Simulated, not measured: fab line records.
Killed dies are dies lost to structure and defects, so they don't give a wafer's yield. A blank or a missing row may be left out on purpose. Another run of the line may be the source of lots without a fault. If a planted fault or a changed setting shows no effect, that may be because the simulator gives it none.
fab line records	flow n5-finfet
[record] lots = 7	wafers = 19	last-day = 17
route steps=1938 shown BEOL_M10@1518 BEOL_M11@1536 PASSIVATION@1936
lots untouched by any fault: they come from a run of this same line in which no faults occurred
start-h: the number of hours between the record's first day and the start of the first shown wafer of the lot	wait-h: time in hours since the lot's previous step	" same as the row above	L1.1+2: one row covering several wafers at once	- value missing, or start not given	* or withheld: withheld	< > ~ a bound
route shown NAME@n: names a module that has steps shown in the file, with the first one's number in the route	usual: average and standard deviation across the fault-free wafers	same: alike in all rows	chamber/n: place in a boat	sites: per-site readings	_std_site: the values' standard deviation	_edge_site: inner sites' mean taken away from outer sites' mean	radius-mm: how far each site lies from the wafer's centre	mask NAME#n: copy n	behind: the tool/chamber that last shaped the wafer	hold: why the lot was held/for how many hours/how that ended	device: the n, p or np transistor that did not switch	end of line: tests of these same wafers at the route's end	a step given without rows: its recipe and nothing more	killed: count of dies lost to structure and defects at first sort (not the wafer's yield)	map: a wafer's dies, x killed, . not, _ none there
set.NAME: the setting as run; set.NAME@STEP: as run at that earlier step	model.NAME: the simulator's own value behind a step, which no gauge read
lots seen at some steps along the route; tables by step, rows by wafer
services: from which hour (start-h, from the record's first day; less than 0 if before it) a tool's chamber was out of use, for how many hours, and why
[[steps]]
[step N5_BEOL_M10_PRECLEAN_42]
[recipe] chemistry = residue-remover	time-s = 60	temp-c = 40
[step N5_BEOL_M10_SRD_43]
[recipe] time-s = 30	temp-c = 23	rinse-liquid = diw	dry = ipa-marangoni
[step N5_BEOL_M10_CD_MEAS_35]
[recipe] target-cd-nm = 70	polarity = opening
[usual] cd-nm = 69.8/0.72
lot.wafer	tool	chamber	start-h	wait-h	cd-nm
L546.1	cd-sem-02	-	241.92	0.0	69.7
L546.2	"	-	"	"	67.4
L551.2	cd-sem-03	-	269.26	0.0	70.1
L551.5	"	-	"	"	69.3
L551.6	"	-	"	"	69.9
L552.2	cd-sem-02	-	269.42	0.0	69.0
L552.6	"	-	"	"	68.6
L553.1	cd-sem-02	-	269.79	0.0	69.5
L553.4	"	-	"	"	69.4
L553.5	"	-	"	"	69.3
L554.1	cd-sem-02	-	275.01	0.0	70.1
L554.3	"	-	"	"	69.4
L554.6	"	-	"	"	69.6
L564.1	cd-sem-03	-	335.97	0.0	70.6
L564.3	"	-	"	"	70.4
L564.4	"	-	"	"	70.5
L566.1	cd-sem-03	-	359.25	0.0	70.1
L566.3	"	-	"	"	70.5
L566.5	"	-	"	"	70.0
[step N5_BEOL_M10_CURE_72]
[recipe] temp-c = 370	time-s = 120	ambient = DMADMS/He	material = SiCOH_lowk
[usual] lamp-power-pct = 52.30/0.058	wafer_temp_C_max = 372.1/0.81
lot.wafer	tool	chamber	start-h	wait-h	lamp-power-pct	wafer_temp_C_max
L546.1	uv-cure-02	0	241.97	0.0	52.18	372.3
L546.2	"	0	"	"	52.29	372.4
L551.2	uv-cure-01	0	269.35	0.1	52.27	371.5
L551.5	"	0	"	"	52.32	371.4
L551.6	"	0	"	"	52.36	371.4
L552.2	uv-cure-02	2	269.51	0.1	52.31	371.3
L552.6	"	2	"	"	52.34	372.0
L553.1	uv-cure-01	1	269.83	0.0	52.37	373.1
L553.4	"	1	"	"	52.33	372.9
L553.5	"	1	"	"	52.28	372.6
L554.1	uv-cure-02	1	275.05	0.0	52.32	371.8
L554.3	"	1	"	"	52.27	371.1
L554.6	"	1	"	"	52.19	372.2
L564.1	uv-cure-03	2	336.01	0.0	52.31	371.9
L564.3	"	2	"	"	52.38	371.8
L564.4	"	2	"	"	52.38	372.7
L566.1	uv-cure-01	1	359.29	0.0	52.30	373.3
L566.3	"	1	"	"	52.36	373.0
L566.5	"	1	"	"	52.38	372.5
[step N5_BEOL_M10_DEGAS_44]
[recipe] ambient = vacuum	temp-c = 250	time-s = 60
[usual] heater-power-w = 341/34	susceptor-temp-C = 249.99/0.18
lot.wafer	tool	chamber	start-h	wait-h	heater-power-w	susceptor-temp-C
L546.1	pvd-sputter-02	-	242.50	0.5	324	249.92
L546.2	"	-	"	"	307	249.75
L551.2	pvd-sputter-02	-	269.88	0.5	295	249.87
L551.5	"	-	"	"	317	249.97
L551.6	"	-	"	"	343	249.73
L552.2	pvd-sputter-03	-	269.91	0.4	343	250.18
L552.6	"	-	"	"	344	250.25
L553.1	pvd-sputter-01	-	270.60	0.7	403	250.31
L553.4	"	-	"	"	370	250.10
L553.5	"	-	"	"	301	250.01
L554.1	pvd-sputter-03	-	275.64	0.5	368	249.90
L554.3	"	-	"	"	341	250.44
L554.6	"	-	"	"	345	250.50
L564.1	pvd-sputter-01	-	337.09	1.0	328	250.06
L564.3	"	-	"	"	399	249.76
L564.4	"	-	"	"	299	249.76
L566.1	pvd-sputter-01	-	359.61	0.3	318	249.78
L566.3	"	-	"	"	408	249.98
L566.5	"	-	"	"	371	249.98
[step N5_BEOL_M10_PRE_CLEAN_45]
[recipe] gas = H2/He	time-s = 30	temp-c = 250
[step N5_BEOL_M10_ALD_74]
[recipe] material = TaN	target-thk-a = 20	temp-c = 275	ald-precursor-family = PDMAT	ald-co-reactant = NH3	pressure-torr = 3	carrier-flow-sccm = 1500	pulse-time-s = 2	purge-time-s = 3	co-reactant-purge-time-s = 2	co-reactant-pulse-time-s = 3	ald-cycles = 40	precursor-vessel-temp-c = 75	precursor-vessel-pressure-torr = 26.25	precursor-vessel-carrier-sccm = 1000
[usual] heater-power-outer-w = 220/30	heater-power-w = 401/44	precursor-vessel-pressure-torr = 26.24/0.055	susceptor-temp-C = 275.01/0.19
[same] purge-time-s = 3
lot.wafer	tool	chamber	start-h	wait-h	heater-power-outer-w	heater-power-w	precursor-vessel-pressure-torr	susceptor-temp-C
L546.1	ald-metal-03	3	242.60	0.0	228	438	26.18	275.08
L546.2	"	2	"	"	201	370	26.22	274.63
L551.2	ald-metal-03	1	269.98	0.0	222	426	26.21	275.17
L551.5	"	3	"	"	238	423	26.23	275.02
L551.6	"	0	"	"	277	512	26.22	274.82
L552.2	ald-metal-04	1	270.01	0.0	186	341	26.29	274.89
L552.6	"	3	"	"	220	414	26.29	275.07
L553.1	ald-metal-03	3	270.70	0.0	234	422	26.38	275.01
L553.4	"	1	"	"	228	414	26.23	275.33
L553.5	"	2	"	"	195	376	26.30	275.08
L554.1	ald-metal-03	1	275.74	0.0	234	406	26.24	274.71
L554.3	"	3	"	"	234	421	26.25	275.18
L554.6	"	1	"	"	239	434	26.15	274.56
L564.1	ald-metal-04	2	337.19	0.0	230	407	26.25	275.24
L564.3	"	0	"	"	177	348	26.33	275.16
L564.4	"	3	"	"	220	407	26.20	275.31
L566.1	ald-metal-04	0	359.72	0.0	182	338	26.17	274.98
L566.3	"	1	"	"	179	350	26.26	275.22
L566.5	"	2	"	"	241	399	26.23	275.03
[step N5_BEOL_M10_SURFACE_TREAT_76]
[recipe] gas = Ar	time-s = *	ion-energy-ev = *	ion-current-ma-cm2 = 0.5	pressure-mtorr = *	ar-flow-sccm = 30
[step N5_BEOL_M10_CVD_75]
[recipe] material = Co	target-thk-a = 20	temp-c = withheld	precursor = CCTBA/H2	pressure-torr = 30	time-s = 138.9
[step N5_BEOL_M10_SPUTTER_48]
[recipe] material = Cu	target-thk-a = 120	temp-c = -20	bias-v = 60	power-w = 26000	chamber-pressure-pa = 0.13	time-s = 2
[step N5_BEOL_M10_ECD_50]
[recipe] material = Cu	target-thk-a = 3180
[step N5_BEOL_M10_ANNEAL_51]
[recipe] temp-c = 225	time-s = 90	ambient = N2
[usual] wafer_temp_C_max = 226.06/0.25
lot.wafer	tool	chamber	start-h	wait-h	wafer_temp_C_max
L546.1	rtp-anneal-02	0	243.65	0.4	225.81
L546.2	"	0	"	"	225.90
L552.2	rtp-anneal-02	0	271.03	0.1	226.18
L552.6	"	0	"	"	226.47
L551.2	rtp-anneal-01	0	271.11	0.1	225.82
L551.5	"	0	"	"	225.94
L551.6	"	0	"	"	226.14
L553.1	rtp-anneal-02	0	271.52	0.1	225.67
L553.4	"	0	"	"	226.43
L553.5	"	0	"	"	226.56
L554.1	rtp-anneal-01	0	276.74	0.1	225.76
L554.3	"	0	"	"	225.76
L554.6	"	0	"	"	225.95
L564.1	rtp-anneal-01	0	337.98	0.1	225.88
L564.3	"	0	"	"	226.11
L564.4	"	0	"	"	225.81
L566.1	rtp-anneal-01	0	362.32	1.8	225.83
L566.3	"	0	"	"	226.41
L566.5	"	0	"	"	226.08
[step N5_BEOL_M10_CMP_52]
[recipe] stop-on = SiCOH_lowk	t-overpolish-s = 7	down-force-psi = 1	platen-rpm = 50	clearing-platen-down-force-psi = 1.5	clearing-platen-rpm = 50	post-cmp-clean = cu-alkaline	target-thk-nm = 140	clearing-platen-pad-velocity-m-s = 0.99484	pad-velocity-m-s = 0.99484
[usual] barrier-field-endpoint-s = 28.9/1	motor-current-A = 5.9/0.68	overpolish-run-s = 7.000/0.0088	slurry-flow-ml-min = 150.0/0.45	time-to-endpoint-s = 69/5.2
lot.wafer	tool	chamber	start-h	wait-h	barrier-field-endpoint-s	motor-current-A	overpolish-run-s	slurry-flow-ml-min	time-to-endpoint-s
L546.2	cmp-03	2	243.99	0.2	26.9	6.8	6.998	149.8	60
L546.1	"	0	"	"	28.1	6.4	7.012	150.2	67
L552.2	cmp-01	0	271.32	0.2	27.2	6.2	7.003	150.0	59
L552.6	"	3	"	"	28.9	6.3	7.009	149.9	68
L551.2	cmp-02	2	271.36	0.2	28.8	6.1	7.003	149.8	69
L551.6	"	2	"	"	29.7	6.1	6.987	150.1	70
L551.5	"	3	"	"	29.6	5.1	7.000	149.9	69
L553.4	cmp-02	3	271.82	0.1	29.4	4.8	6.997	150.3	74
L553.1	"	1	"	"	29.7	6.7	6.987	150.6	72
L553.5	"	0	"	"	28.6	5.1	7.002	149.9	68
L554.3	cmp-02	2	277.04	0.2	29.9	5.4	6.998	150.1	75
L554.1	"	0	"	"	28.1	5.2	7.011	149.7	67
L554.6	"	2	"	"	30.5	5.6	7.003	150.1	75
L564.3	cmp-03	1	338.27	0.2	27.2	6.1	7.000	150.0	56
L564.1	"	2	"	"	27.2	6.5	7.000	150.4	58
L564.4	"	0	"	"	29.3	6.5	6.996	149.7	71
L566.3	cmp-02	0	362.65	0.2	28.1	5.4	7.012	149.9	64
L566.1	"	2	"	"	29.0	5.6	7.018	150.4	69
L566.5	"	3	"	"	28.8	4.7	7.007	150.0	69
[step N5_BEOL_M10_PRE_CLEAN_55]
[recipe] gas = NH3	time-s = 15	temp-c = withheld	rf-power-w = 300
[step N5_BEOL_M10_DEP_56]
[recipe] material = SiCN	target-thk-a = 150	temp-c = withheld	precursor = 3MS/NH3	pressure-torr = 3	rf-w = 202	time-s = 26.5
[step N5_BEOL_M10_INSPECT_58]
[recipe] inspect-instrument = darkfield	mode = post-dep
[usual] raw-defect-count = 68/22
lot.wafer	tool	chamber	start-h	wait-h	raw-defect-count
L546.1	defect-inspect-02	-	244.45	0.0	69
L546.2	"	-	"	"	40
L552.2	defect-inspect-02	-	271.74	0.0	70
L552.6	"	-	"	"	156
L551.2	defect-inspect-02	-	271.82	0.0	330
L551.5	"	-	"	"	378
L551.6	"	-	"	"	346
L553.1	defect-inspect-02	-	272.28	0.0	302
L553.4	"	-	"	"	335
L553.5	"	-	"	"	349
L554.1	defect-inspect-02	-	277.50	0.0	308
L554.3	"	-	"	"	388
L554.6	"	-	"	"	365
L564.1	defect-inspect-02	-	338.74	0.0	69
L564.3	"	-	"	"	48
L564.4	"	-	"	"	73
L566.1	defect-inspect-01	-	363.07	0.0	109
L566.3	"	-	"	"	42
L566.5	"	-	"	"	67
[step N5_BEOL_M11_ILD_DEP_00]
[recipe] material = SiCOH_lowk	target-thk-a = 3085.1	temp-c = 300	precursor = DEMS/porogen	pressure-torr = 5	rf-w = 500	time-s = 58
[usual] heater-power-outer-w = 134/36	heater-power-w = 300/50	showerhead-plenum-p-Torr = 5.737/0.014	susceptor-temp-C = 300.01/0.19	throttle-valve-pct = 14.2/0.56
lot.wafer	tool	chamber	start-h	wait-h	heater-power-outer-w	heater-power-w	showerhead-plenum-p-Torr	susceptor-temp-C	throttle-valve-pct
L546.1	pecvd-03	0	244.48	0.0	105	250	5.758	300.28	14.9
L546.2	"	2	"	"	118	280	5.745	299.97	13.4
L552.2	pecvd-03	1	271.77	0.0	186	360	5.721	300.21	14.3
L552.6	"	0	"	"	116	272	5.738	300.23	15.2
L551.2	pecvd-02	0	271.86	0.0	187	390	5.742	300.11	13.9
L551.5	"	2	"	"	104	252	5.716	300.34	12.6
L551.6	"	1	"	"	135	271	5.721	299.96	13.9
L553.1	pecvd-03	1	272.31	0.0	193	370	5.717	299.99	14.1
L553.4	"	2	"	"	112	256	5.743	300.33	13.9
L553.5	"	0	"	"	108	253	5.742	300.08	15.4
L554.1	pecvd-02	0	277.53	0.0	192	380	5.764	300.26	14.4
L554.3	"	2	"	"	126	282	5.726	299.80	13.0
L554.6	"	2	"	"	133	295	5.706	299.75	12.9
L564.1	pecvd-03	1	338.78	0.0	194	375	5.716	299.58	14.1
L564.3	"	0	"	"	114	270	5.749	300.11	15.0
L564.4	"	0	"	"	119	270	5.745	299.88	14.8
L566.1	pecvd-03	1	363.11	0.0	173	349	5.718	299.94	14.2
L566.3	"	0	"	"	123	274	5.743	299.99	15.0
L566.5	"	1	"	"	179	341	5.719	300.14	14.3
[step N5_PASSIVATION_PROBE_49]
[usual] defect-limited-yield = 91.2/1.4	killed_at_M0_to_M3 = 32/9.3	killed_at_M4_up = 14/4.9	killed-at-contacts = 15/7.5	killed-at-front-end = 40/11	killed-at-other = 4/3.3	killed-dies = 104/17	killed-on-rim = 13/4.2	killed-open = 68/14	killed-short = 33/7.9	sort_bin_5_function = 5.2/0.99	sort_bin_6_memory = 3.2/0.65	sort_bin_8_speed = 0.03/0.19	sort-n-pass = 1076/17	sort-yield-pct = 91.1/1.5
[same] gross-dies = 1180	killed-at-back-side = 0	sort_bin_4_leakage[%] = 0
lot.wafer	tool	chamber	start-h	wait-h	defect-limited-yield[%]	killed_at_M0_to_M3	killed_at_M4_up	killed-at-contacts	killed-at-front-end	killed-at-other	killed-dies	killed-on-rim	killed-open	killed-short	sort_bin_5_function[%]	sort_bin_6_memory[%]	sort_bin_8_speed[%]	sort-n-pass	sort-yield-pct[%]
L551.2	prober-01	-	316.57	0.1	70.6	22	254	4	63	4	347	45	57	36	17.0	9.8	0	833	70.6
L551.5	prober-01	-	316.72	0.2	71.4	21	272	13	25	7	338	42	35	33	17.1	9.6	0.08	842	71.4
L551.6	prober-01	-	316.77	0.3	69.7	29	271	11	45	2	358	46	50	38	16.9	10.6	0	822	69.7
L553.1	prober-02	-	319.79	0.0	74.0	36	210	15	37	9	307	44	79	22	15.4	9.2	0	873	74.0
L553.4	prober-02	-	319.94	0.2	73.0	31	242	19	25	2	319	39	70	23	15.3	10.0	1.69	841	71.3
L553.5	prober-02	-	319.99	0.2	71.9	52	227	21	28	4	332	37	77	35	17.1	9.6	0	848	71.9
L554.1	prober-02	-	324.86	0.0	74.2	28	231	9	35	2	305	45	47	34	15.0	9.7	0	875	74.2
L554.3	prober-02	-	324.96	0.1	69.7	31	269	10	45	2	357	46	70	37	18.0	11.1	0	823	69.7
L554.6	prober-02	-	325.11	0.3	72.2	32	261	4	31	0	328	52	43	33	17.6	9.0	0	852	72.2
// killed by level:class
L551.2 BEOL_M10:unspecified=241 FIN_SAQP:geometric-particle:short=16 HKMG_FIN:area-etch=12 FIN_SAQP:geometric-particle:open=10 BEOL_M1:geometric-particle:open=8 GATE_CUT:geometric-particle:open=5 STI_FIN_REVEAL:geometric-particle:open=5 GATE_CUT:geometric-particle:short=4
L551.5 BEOL_M10:unspecified=258 MOL_CONTACT_COAG:area-etch=6 GATE_CUT:geometric-particle:short=5 BEOL_M0:geometric-particle:short=5 FIN_SAQP:geometric-particle:open=4 STI_FIN_REVEAL:geometric-particle:open=4 MOL_CONTACT_COAG:geometric-particle:open=4 MOL_CONTACT_COAG:geometric-particle:short=3
L551.6 BEOL_M10:unspecified=258 HKMG_FIN:area-etch=12 MOL_CONTACT_COAG:geometric-particle:open=7 BEOL_M4:geometric-particle:open=7 BEOL_M0_SAQP:geometric-particle:short=6 BEOL_M1:geometric-particle:short=6 FIN_SAQP:geometric-particle:open=5 FIN_SAQP:geometric-particle:short=5
L553.1 BEOL_M10:unspecified=202 MOL_CONTACT_COAG:geometric-particle:open=14 BEOL_M3:geometric-particle:open=12 BEOL_M0_SAQP:geometric-particle:open=10 FIN_SAQP:geometric-particle:open=8 STI_FIN_REVEAL:geometric-particle:open=7 BEOL_M0_SAQP:geometric-particle:short=5 FIN_SAQP:geometric-particle:short=4
L553.4 BEOL_M10:unspecified=226 MOL_CONTACT_COAG:geometric-particle:open=16 STI_FIN_REVEAL:geometric-particle:open=11 BEOL_M0_SAQP:geometric-particle:short=11 BEOL_M4:geometric-particle:open=9 BEOL_M3:geometric-particle:open=6 BEOL_M0_SAQP:geometric-particle:open=4 BEOL_M1:geometric-particle:open=4
L553.5 BEOL_M10:unspecified=220 BEOL_M3:geometric-particle:open=29 MOL_CONTACT_COAG:geometric-particle:open=14 BEOL_M3:geometric-particle:short=8 MOL_CONTACT_COAG:geometric-particle:short=7 FIN_SAQP:geometric-particle:open=6 GATE_CUT:geometric-particle:short=5 BEOL_M0_SAQP:geometric-particle:open=4
L554.1 BEOL_M10:unspecified=223 FIN_SAQP:geometric-particle:short=10 BEOL_M3:geometric-particle:open=8 FIN_SAQP:geometric-particle:open=5 STI_FIN_REVEAL:geometric-particle:open=5 MOL_CONTACT_COAG:geometric-particle:open=5 BEOL_M0_SAQP:geometric-particle:open=5 BEOL_M0_SAQP:geometric-particle:short=5
L554.3 BEOL_M10:unspecified=248 FIN_SAQP:geometric-particle:open=11 BEOL_M4:geometric-particle:open=11 FIN_SAQP:geometric-particle:short=10 BEOL_M0_SAQP:geometric-particle:short=8 MOL_CONTACT_COAG:geometric-particle:open=8 BEOL_M3:geometric-particle:open=7 BEOL_M2:geometric-particle:open=5
L554.6 BEOL_M10:unspecified=251 FIN_SAQP:geometric-particle:short=15 BEOL_M0_SAQP:geometric-particle:open=13 BEOL_M2:geometric-particle:open=9 BEOL_M0_SAQP:geometric-particle:short=7 FIN_SAQP:geometric-particle:open=6 BEOL_M4:geometric-particle:short=3 DUMMY_GATE:geometric-particle:open=2
// map L551.6 (x killed, . not)
_________________.x.x...x....________________
______________..x.xxx.x.x.x....._____________
___________....xx...x.x..x.x....x..__________
__________....x......xxx..........xx_________
________x.x.x......x..........xx....xx_______
_______x..x..x..x.....x....x...x.x.x...______
______......xx..x.........x.x.x........._____
_____....xx.x.x..........x.xx.xx...x.xxxx____
____...x.xxx..x.xxx..............x..xxx..x___
___.......x.x..xxx..x.....x...xx........xx.__
___..xxxxx..xxx..x.x.....x....xx.xxx..x...x__
__..x..xx..xx.xx....x...x......x........xxx._
__.x.......x...x...x.....x....x...x......x.._
_x.....xxx.x...x..xx.x..x...x...x.x...x..xx..
_x.xx.....x....xx......x.xx.......x..x....x..
_.xx....xx.x..xx........x.x....x.xx...x..xx.x
_.....x..x...x.......x.x.x..x............x...
_.xxxx...x..xx.x...xxx.xx......x.x.....x..x.x
_.....x.xxx.x.x..xx.x..x....x.x....x........x
_...x.x..x.xx.x.....x...x.......x.....x.x...x
_..x........x....xxx..x.x.x.x..x.xxx.....x..x
__..xxxx...x.........x..xx......x.xx..xx..x._
__.x.x......x...........x.x.x.x...xx.xxx...._
___.x.........xx.x..x..x..x..x..xxx......x.__
___.x.xxxx.x............x...x...x...x......__
____.....x..x..x.....x....x..............x___
_____.xx.....x......xxx.x..xx...x......xx____
______x..xxx...x.x.xx......x..x.x.x.x..._____
_______.x.........xx..x....x..x.x.....x______
________x.x..xx.....xx......xxxx.x.x.._______
__________...x..x...x......xxx.x...._________
___________....xx..x.x.x...x...xx..__________
______________....x..x....x..x.x_____________
_________________xx...x..x..x________________
// map L553.5 (x killed, . not)
_________________x..x.x.x....________________
______________...x.x.xx......x.._____________
___________......x.xxx.x.xx.....x..__________
__________.x...........x....x..x...._________
________x..x...x.x........xxx....x...._______
_______.x......xx.x.xx.xx............x.______
______......x...............x.x...x..xxx_____
_____x.........xx.xx................x..xx____
____x.xx..x.x..x..x........x.....x..x.....___
___..xx..xx.......xx.x....xx...x..x.x......__
___x......x..x.......x.x.x...xx.xx...x.x...__
__x...xxx........x.xxx..x.x......x.x.x...xx._
__.x....xx....x..x.x.xxx.x...x..xxx........._
_..x..x...............x.......x......x..xx..x
_...xx.....xxx..x.xx...............x.....x...
_.x....x.....x......xxx.....x....xx...x.xxxx.
_..xx.x.xxxx......xxx.x...xx......x.xx....x..
_...xxxxxxx..x..x.........x..x.xx...x..xx....
_.x....x..x..xxx.x.......x.x......xx.xx......
_..x..............x..x....x...........x......
_....x.....x..x..x.x...x.....xx.x.x...x......
__...x.x........x..x......x......x.....xx..._
__x......xxx..xx......x....x.x.x..x........._
___.x..x.x..xxxxx.....xx..x.x..xxx.xx.x.x..__
___.....x...xxx.x.........x.........x..x...__
____x...x.x..x.x..x....xx....xxx.x...x....___
_____..x.xx..x....xx.....x..xx....xx.x...____
______...x..xxx...xxx..x..xx.x..x..x...._____
_______xx..............x......x...xx...______
________......x..........x...xxx...x.._______
__________x.x..x.....x...........xxx_________
___________..xxx...x..x..xx.xxxxx..__________
______________x.......xx...x...._____________
_________________x.......x..x________________
[[services]]
tool	chamber	start-h	hours	kind
cmp-02	-	225.38	0.5	repair
cmp-01	-	226.68	4.9	pm
uv-cure-02	-	231.90	7.9	repair
cmp-01	-	234.43	27.3	repair
pecvd-03	0	235.17	7.8	repair
pecvd-02	-	236.17	23.9	repair
cmp-01	-	264.17	4.0	pm
cmp-01	-	281.64	1.9	repair
uv-cure-01	-	282.84	0.8	repair
pecvd-02	1	288.13	5.0	repair
ald-metal-03	-	291.66	0.7	repair
pecvd-03	2	292.78	6.0	repair
ald-metal-04	2	293.30	21.6	repair
cmp-03	-	302.53	1.0	repair
pecvd-03	2	304.69	5.5	scheduled-down
uv-cure-01	-	319.23	1.0	pm
uv-cure-01	-	328.05	7.5	pm
ald-metal-03	-	337.43	14.0	pm
pecvd-03	0	340.68	16.5	scheduled-down
cmp-02	-	352.62	5.6	pm
uv-cure-03	-	352.77	1.0	pm
rtp-anneal-01	-	352.85	9.3	pm
pecvd-03	1	357.18	5.5	scheduled-down
uv-cure-02	-	362.02	1.0	pm
[[key]]
[first-sign] step = N5_BEOL_M10_INSPECT_58	reading = raw-defect-count	direction = up	sigmas = 13	usual = 68	struck = 345
[effect] step = N5_PASSIVATION_PROBE_49	reading = killed_at_M4_up	direction = up	sigmas = 48	usual = 14	struck = 249
[more-kills-born-at] N5_BEOL_M10_CMP_52@cmp-02 = 2127
met-at N5_BEOL_M10_CMP_52
struck-wafers L551.2,L551.5,L551.6,L553.1,L553.4,L553.5,L554.1,L554.3,L554.6
[baseline-loss] step = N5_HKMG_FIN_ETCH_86	wafers = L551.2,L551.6
also-fits N5_BEOL_M10_ALD_74:ald-metal-03
[fault] kind = chamber-particle-source	tool = cmp-02	chamber = -	onset-h = 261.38	steps = N5_BEOL_M10_CMP_52	rate-per-visit-cm2 = 0.44538	end-h = 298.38
// baseline-loss: these wafers lose ten dies or more at that step, a loss of the line's own and not of a fault; the sort's usual values leave them out
